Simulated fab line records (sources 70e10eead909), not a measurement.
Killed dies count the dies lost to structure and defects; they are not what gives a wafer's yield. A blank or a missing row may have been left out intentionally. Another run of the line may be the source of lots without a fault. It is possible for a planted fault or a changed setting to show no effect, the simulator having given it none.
fab line records	flow nand-harc
record: lots: 13	wafers: 37	last-day: 33
route steps=1302 shown A_CHANNEL_HOLE_D2@591 A_CHANNEL_FILL_D2@614 END@1302
lots with no fault: from the same line, run without faults
start-h: hours from the record's opening day to when the first of the lot's shown wafers began	wait-h: hours from the lot's prior step to this one	" identical to the entry in the row above	L1.1+2: several wafers, shown together as one row	- no value present, or no start provided	* or withheld: withheld	< > ~ a bound
route shown NAME@n: a module of which the file shows steps, and the number in the route of the first	usual: mean/standard deviation taken from wafers without a fault	same: alike in all rows	chamber/n: place in a boat	sites: each site's reading	_std_site: the values' standard deviation	_edge_site: outer sites' mean less inner sites'	radius-mm: how far each site lies from the wafer's centre	mask NAME#n: copy n	behind: tool/chamber where the wafer was last shaped	hold: why the lot was held/for how many hours/how that ended	device: whichever transistor did not switch (one of n, p or np)	end of line: the same wafers' tests at the end of the route	a step with no rows: only its recipe	killed: the dies lost at the first sort to structure and to defects; this is not the yield of the wafer	map: dies across one wafer; x = killed, . = not, _ = none there
set.NAME: the setting the step ran with; set.NAME@STEP: the setting that earlier step ran with	model.NAME: the simulator's own value behind a step, which no gauge read
route steps across a sampled set of lots; one table per step, one row per wafer
services: when a tool's chamber went out of use (start-h, in hours from the record's first day, below 0 if earlier), for how many hours, and the reason
== steps ==
step: NHARC_A_CHANNEL_HOLE_D2_ETCH_19
recipe: bias-v: 1200	source-w: 2500	pressure-mtorr: 15	time-s: 34.5	ar-flow-sccm: 375	c4f8-flow-sccm: 28.8	o2-flow-sccm: 96.2	temp-c: -20	target-depth-a: *	chemistry: C4F8/O2/Ar
usual: drypump-motor-current-A: 5.5/0.31	showerhead-plenum-p-Torr: 3.67/0.1	throttle-valve-pct: 37.037/0.0087
lot.wafer	tool	chamber	start-h	wait-h	drypump-motor-current-A	rf-hours-counter-h	showerhead-plenum-p-Torr	throttle-valve-pct
L478.4	har-etch-02	0	293.55	0.1	5.5	-	3.78	37.030
L478.5	"	0	"	"	5.5	-	3.78	37.032
L478.6	"	1	"	"	6.0	-	3.78	37.044
L479.3	har-etch-02	0	313.38	0.1	5.5	-	3.78	37.030
L479.4	"	0	"	"	5.5	-	3.78	37.037
L479.6	"	0	"	"	5.5	-	3.78	37.028
L484.1	har-etch-01	1	342.99	3.8	5.4	187	3.70	37.027
L484.2	"	0	"	"	5.2	187	3.53	37.055
L484.3	"	1	"	"	5.4	-	3.70	37.039
L485.1	har-etch-02	1	364.63	0.1	6.1	390	3.76	37.030
L485.3	"	1	"	"	6.0	-	3.76	37.044
L486.4	har-etch-01	0	366.20	1.4	5.2	-	3.52	37.033
L486.3	"	1	"	"	5.4	-	3.70	37.038
L491.3	har-etch-02	1	424.74	0.1	6.1	-	3.74	37.030
L491.5	"	1	"	"	6.1	-	3.74	37.037
L491.6	"	0	"	"	5.5	-	3.74	37.047
L492.3	har-etch-02	1	441.22	0.1	6.1	-	3.74	37.043
L492.4	"	0	"	"	5.5	-	3.74	37.043
L492.5	"	1	"	"	6.0	-	3.74	37.043
L493.1	har-etch-01	0	441.24	0.1	5.2	244	3.49	37.050
L493.3	"	1	"	"	5.4	-	3.67	37.039
L493.5	"	1	"	"	5.4	-	3.67	37.035
L494.4	har-etch-01	0	453.03	0.1	5.2	-	3.49	37.035
L494.3	"	1	"	"	5.4	-	3.67	37.042
L494.6	"	1	"	"	5.4	-	3.67	37.025
L495.1	har-etch-02	0	453.35	0.1	5.5	35	3.73	37.037
L495.2	"	1	"	"	6.0	35	3.73	37.038
L495.4	"	0	"	"	5.5	-	3.73	37.047
L496.1	har-etch-01	1	477.50	4.5	5.4	267	3.66	37.043
L496.3	"	1	"	"	5.4	-	3.66	37.025
L496.5	"	0	"	"	5.2	-	3.48	37.035
L497.4	har-etch-01	1	482.56	0.1	5.4	-	3.66	37.049
L497.6	"	1	"	"	5.4	-	3.66	37.023
L497.5	"	0	"	"	5.2	-	3.48	37.042
L501.2	har-etch-01	0	518.78	0.1	5.2	290	3.47	37.046
L501.3	"	0	"	"	5.2	-	3.47	37.040
L501.5	"	1	"	"	5.4	-	3.65	37.039
step: NHARC_A_CHANNEL_HOLE_D2_ETCH_20
recipe: bias-v: 3000	source-w: withheld	pressure-mtorr: 20	time-s: 361.9	ar-flow-sccm: 375	c4f8-flow-sccm: 89.3	o2-flow-sccm: 35.7	temp-c: -20	target-depth-a: 16000	chemistry: C4F8/O2/Ar
usual: drypump-motor-current-A: 5.5/0.31	showerhead-plenum-p-Torr: 3.63/0.099	throttle-valve-pct: 32.155/0.0093
lot.wafer	tool	chamber	start-h	wait-h	drypump-motor-current-A	rf-hours-counter-h	showerhead-plenum-p-Torr	throttle-valve-pct
L478.4	har-etch-02	0	293.73	0.2	5.5	-	3.74	32.150
L478.5	"	0	"	"	5.5	-	3.74	32.157
L478.6	"	1	"	"	6.1	-	3.73	32.139
L479.3	har-etch-02	0	313.74	0.3	5.5	-	3.74	32.162
L479.4	"	0	"	"	5.5	-	3.74	32.167
L479.6	"	0	"	"	5.5	-	3.74	32.158
L484.1	har-etch-01	1	343.10	0.1	5.4	187	3.66	32.155
L484.2	"	0	"	"	5.2	187	3.49	32.152
L484.3	"	1	"	"	5.4	-	3.66	32.158
L485.1	har-etch-02	1	364.77	0.1	6.0	390	3.71	32.159
L485.3	"	1	"	"	6.1	-	3.71	32.154
L486.4	har-etch-01	0	366.38	0.2	5.2	-	3.49	32.172
L486.3	"	1	"	"	5.4	-	3.66	32.162
L491.3	har-etch-02	1	424.92	0.2	6.1	-	3.70	32.162
L491.5	"	1	"	"	6.1	-	3.70	32.140
L491.6	"	0	"	"	5.5	-	3.70	32.140
L493.1	har-etch-01	0	441.35	0.1	5.2	244	3.46	32.164
L493.3	"	1	"	"	5.5	-	3.63	32.144
L493.5	"	1	"	"	5.4	-	3.63	32.165
L492.3	har-etch-02	1	441.40	0.2	6.0	-	3.70	32.166
L492.4	"	0	"	"	5.5	-	3.70	32.166
L492.5	"	1	"	"	6.1	-	3.70	32.161
L494.4	har-etch-01	0	453.21	0.2	5.2	-	3.46	32.161
L494.3	"	1	"	"	5.4	-	3.63	32.168
L494.6	"	1	"	"	5.4	-	3.63	32.160
L495.1	har-etch-02	0	453.46	0.1	5.5	35	3.69	32.156
L495.2	"	1	"	"	6.1	35	3.69	32.153
L495.4	"	0	"	"	5.5	-	3.69	32.153
L496.1	har-etch-01	1	477.61	0.1	5.4	267	3.62	32.152
L496.3	"	1	"	"	5.4	-	3.62	32.147
L496.5	"	0	"	"	5.2	-	3.45	32.151
L497.4	har-etch-01	1	482.74	0.2	5.4	-	3.62	32.156
L497.6	"	1	"	"	5.4	-	3.62	32.168
L497.5	"	0	"	"	5.2	-	3.45	32.169
L501.2	har-etch-01	0	518.89	0.1	5.2	290	3.44	32.142
L501.3	"	0	"	"	5.2	-	3.44	32.150
L501.5	"	1	"	"	5.4	-	3.61	32.153
step: NHARC_A_CHANNEL_FILL_D2_ALD_14
recipe: target-thk-a: 25	pulse-time-s: 10	ald-cycles: 25	temp-c: 300	material: SiO2
usual: ald-cycles: 25/0	heater-power-outer-w: 242/27	heater-power-w: 429/43	precursor-pulse-height-rel: 1.000/0.021
lot.wafer	tool	chamber	start-h	wait-h	ald-cycles	heater-power-outer-w	heater-power-w	precursor-pulse-height-rel
L478.4	ald-hk-02	0	307.32	0.2	25	221	379	1.017
L478.5	"	1	"	"	25	245	448	0.993
L478.6	"	2	"	"	25	243	412	0.990
L479.3	ald-hk-03	1	330.63	0.1	25	266	457	0.978
L479.4	"	2	"	"	25	202	377	1.000
L479.6	"	1	"	"	25	262	466	0.988
L484.1	ald-hk-04	3	356.04	0.0	25	277	500	1.027
L484.2	"	1	"	"	25	217	374	0.982
L484.3	"	2	"	"	25	261	453	1.000
L485.3	ald-hk-02	2	377.64	0.0	25	249	435	0.986
L485.1	"	1	"	"	25	239	439	0.957
L486.3	ald-hk-02	2	377.90	0.3	25	251	421	0.994
L486.4	"	0	"	"	25	219	368	1.025
L491.3	ald-hk-02	1	437.67	0.1	25	230	440	1.001
L491.6	"	0	"	"	25	213	356	0.973
L491.5	"	1	"	"	25	232	442	0.989
L493.3	ald-hk-03	3	454.04	0.1	25	253	448	1.008
L493.1	"	0	"	"	25	234	407	1.014
L493.5	"	3	"	"	25	249	470	1.009
L492.3	ald-hk-02	2	454.08	0.1	25	253	434	0.978
L492.4	"	3	"	"	25	212	398	1.002
L492.5	"	0	"	"	25	214	368	1.006
L494.4	ald-hk-04	3	465.91	0.0	25	282	510	1.007
L494.3	"	1	"	"	25	227	408	1.008
L494.6	"	3	"	"	25	282	475	1.002
L495.2	ald-hk-04	2	466.13	0.3	25	252	434	1.006
L495.4	"	3	"	"	25	276	493	0.988
L495.1	"	0	"	"	25	313	500	1.002
L496.3	ald-hk-02	2	490.76	0.0	25	251	439	1.020
L496.1	"	1	"	"	25	239	452	0.986
L496.5	"	2	"	"	25	255	433	0.973
L497.4	ald-hk-03	0	495.87	0.5	25	236	402	1.024
L497.6	"	1	"	"	25	253	442	1.027
L497.5	"	2	"	"	25	188	361	1.020
L501.2	ald-hk-04	0	530.68	0.2	25	298	497	1.042
L501.3	"	2	"	"	25	253	438	0.975
L501.5	"	0	"	"	25	308	498	1.003
step: NHARC_A_CHANNEL_FILL_D2_ALD_16
recipe: target-thk-a: 15	pulse-time-s: 10	ald-cycles: 15	temp-c: 300	material: SiO2
usual: ald-cycles: 15/0	heater-power-outer-w: 243/28	heater-power-w: 431/44	precursor-pulse-height-rel: 0.999/0.019
lot.wafer	tool	chamber	start-h	wait-h	ald-cycles	heater-power-outer-w	heater-power-w	precursor-pulse-height-rel
L478.4	ald-hk-04	1	312.46	0.1	15	213	382	0.992
L478.6	"	3	"	"	15	274	494	0.985
L478.5	"	0	"	"	15	282	486	1.006
L479.3	ald-hk-04	2	335.74	0.0	15	260	466	1.016
L479.4	"	3	"	"	15	280	515	0.973
L479.6	"	2	"	"	15	261	457	0.983
L484.3	ald-hk-03	1	361.23	0.0	15	266	464	1.019
L484.1	"	3	"	"	18	248	465	0.986
L484.2	"	0	"	"	15	240	425	1.010
L485.1	ald-hk-03	0	382.81	0.0	18	244	416	0.987
L485.3	"	3	"	"	15	256	470	1.020
L486.3	ald-hk-03	2	383.00	0.2	15	202	383	0.997
L486.4	"	3	"	"	18	247	456	0.991
L491.3	ald-hk-03	1	443.46	0.7	15	247	448	1.014
L491.6	"	2	"	"	15	190	367	1.013
L491.5	"	3	"	"	15	255	460	0.974
L493.1	ald-hk-04	0	459.19	0.0	15	303	487	0.992
L493.3	"	3	"	"	15	281	490	0.972
L493.5	"	1	"	"	15	235	406	1.047
L492.3	ald-hk-03	3	459.35	0.2	15	252	461	0.972
L492.4	"	1	"	"	15	247	449	0.987
L492.5	"	2	"	"	15	197	365	1.030
L495.2	ald-hk-02	0	471.08	0.0	15	222	371	1.007
L495.4	"	1	"	"	15	238	435	1.002
L495.1	"	2	"	"	15	250	445	1.015
L494.3	ald-hk-03	3	471.08	0.0	15	254	461	0.997
L494.4	"	0	"	"	15	230	398	1.017
L494.6	"	0	"	"	15	240	401	0.979
L496.1	ald-hk-03	1	495.98	0.1	15	252	457	1.013
L496.3	"	0	"	"	15	231	404	1.000
L496.5	"	1	"	"	15	251	446	0.958
L497.4	ald-hk-03	1	500.69	0.0	15	252	447	1.031
L497.5	"	1	"	"	15	245	451	0.993
L497.6	"	2	"	"	15	194	365	0.972
L501.2	ald-hk-03	1	535.81	0.0	15	256	444	0.958
L501.3	"	3	"	"	15	252	462	1.019
L501.5	"	1	"	"	15	252	446	0.981
step: NHARC_END_SORT_01
recipe: temp-c: 25
usual: killed-at-array: 54/21	killed-at-other: 1.0/1.2	killed-at-periphery: 3.6/2.6	killed-dies: 58/20	killed-open: 3.3/1.9	killed-short: 2.6/1.5
same: gross-dies: 677
lot.wafer	tool	chamber	start-h	wait-h	killed-at-array	killed-at-other	killed-at-periphery	killed-dies	killed-open	killed-short
L495.4	prober-01	0	716.79	3.5	44	2	4	50	1	3
L494.3	prober-02	0	715.83	3.1	77	0	8	85	4	2
L494.4	prober-02	0	716.63	3.4	69	0	10	79	3	1
L494.6	prober-02	0	718.21	4.0	74	1	11	86	7	2
killed by level:class
L494.3 A_CHANNEL_HOLE_D1:chamber-film-flake=41 A_CHANNEL_HOLE_D2:chamber-film-flake=17 A_SLIT:chamber-film-flake=5 P_STI:chamber-film-flake=3 A_CONTACT:chamber-film-flake=3 P_CONTACT:chamber-film-flake=2 A_STAIRCASE:chamber-film-flake=2 P_STI:geometric-particle:open=1
L494.4 A_CHANNEL_HOLE_D1:chamber-film-flake=28 A_CHANNEL_HOLE_D2:chamber-film-flake=18 A_CONTACT:chamber-film-flake=11 P_STI:chamber-film-flake=5 A_SLIT:chamber-film-flake=4 A_BLC:chamber-film-flake=3 P_CONTACT:chamber-film-flake=2 P_CONTACT:geometric-particle:open=1
L495.4 A_CHANNEL_HOLE_D1:chamber-film-flake=29 A_CHANNEL_FILL_D1:chamber-film-flake=3 P_ZERO_WELL:chamber-film-flake=2 P_M1:chamber-film-flake=2 A_SLIT:chamber-film-flake=2 A_CONTACT:chamber-film-flake=2 A_BLC:chamber-film-flake=2 THIN_TSV:chamber-film-flake=2
L494.6 A_CHANNEL_HOLE_D1:chamber-film-flake=38 A_CHANNEL_HOLE_D2:chamber-film-flake=17 A_CONTACT:chamber-film-flake=12 P_CONTACT:geometric-particle:open=2 P_M0:geometric-particle:open=2 P_STI:chamber-film-flake=2 P_CONTACT:chamber-film-flake=2 P_BONDPAD:geometric-particle:open=1
== services ==
tool	chamber	start-h	hours	kind
har-etch-02	1	307.51	-	consumable-replace:focus-ring
har-etch-02	1	307.51	17.0	scheduled-down
har-etch-02	1	307.51	17.0	vent-cycle
ald-hk-02	-	350.27	10.0	pm
har-etch-02	-	379.49	17.0	pm
har-etch-02	0	379.49	17.0	vent-cycle
har-etch-02	1	379.49	17.0	vent-cycle
ald-hk-03	-	391.36	10.0	pm
ald-hk-03	0	391.36	10.0	vent-cycle
ald-hk-03	1	391.36	10.0	vent-cycle
ald-hk-03	2	391.36	10.0	vent-cycle
ald-hk-03	3	391.36	10.0	vent-cycle
har-etch-02	0	396.49	-	clean
har-etch-02	0	396.49	-	consumable-replace:focus-ring
har-etch-02	1	396.49	-	clean
ald-hk-02	-	396.91	1.1	repair
ald-hk-03	0	401.36	-	clean
ald-hk-03	1	401.36	-	clean
ald-hk-03	2	401.36	-	clean
ald-hk-03	3	401.36	-	clean
ald-hk-04	-	433.92	10.0	pm
ald-hk-04	0	433.92	10.0	vent-cycle
ald-hk-04	-	509.76	1.3	repair
ald-hk-02	-	528.77	10.0	pm
== key ==
first-sign: step: NHARC_A_CHANNEL_FILL_D2_ALD_16	reading: ald-cycles	direction: up	sigmas: 99+	usual: 15	struck: 18
effect none on later readings
met-at NHARC_A_CHANNEL_FILL_D2_ALD_16
struck-lots L484,L485,L486
struck-wafers L484.1,L485.1,L486.4
tester-left-out L484,L485,L486
not-acting-at NHARC_A_CHANNEL_HOLE_D2_ETCH_19,NHARC_A_CHANNEL_HOLE_D2_ETCH_20,NHARC_A_CHANNEL_FILL_D2_ALD_14
fault: kind: process-parameter-drift	tool: ald-hk-03	chamber: -	onset-h: 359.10	steps: NHARC_A_CHANNEL_FILL_D2_ALD_16	channel: ald-cycles	offset: 3	shape: step	end-h: 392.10	scope: struck-wafers-only	acts-in: these-recipes-only	stated: 15
tester-left-out: of these lots the tester's yield and bins aren't shown, on N5 and GAA mostly nor the transistor test; their killed dies are dies lost to structure and defects alone, not to doping, threshold or leakage, so they don't give the yield
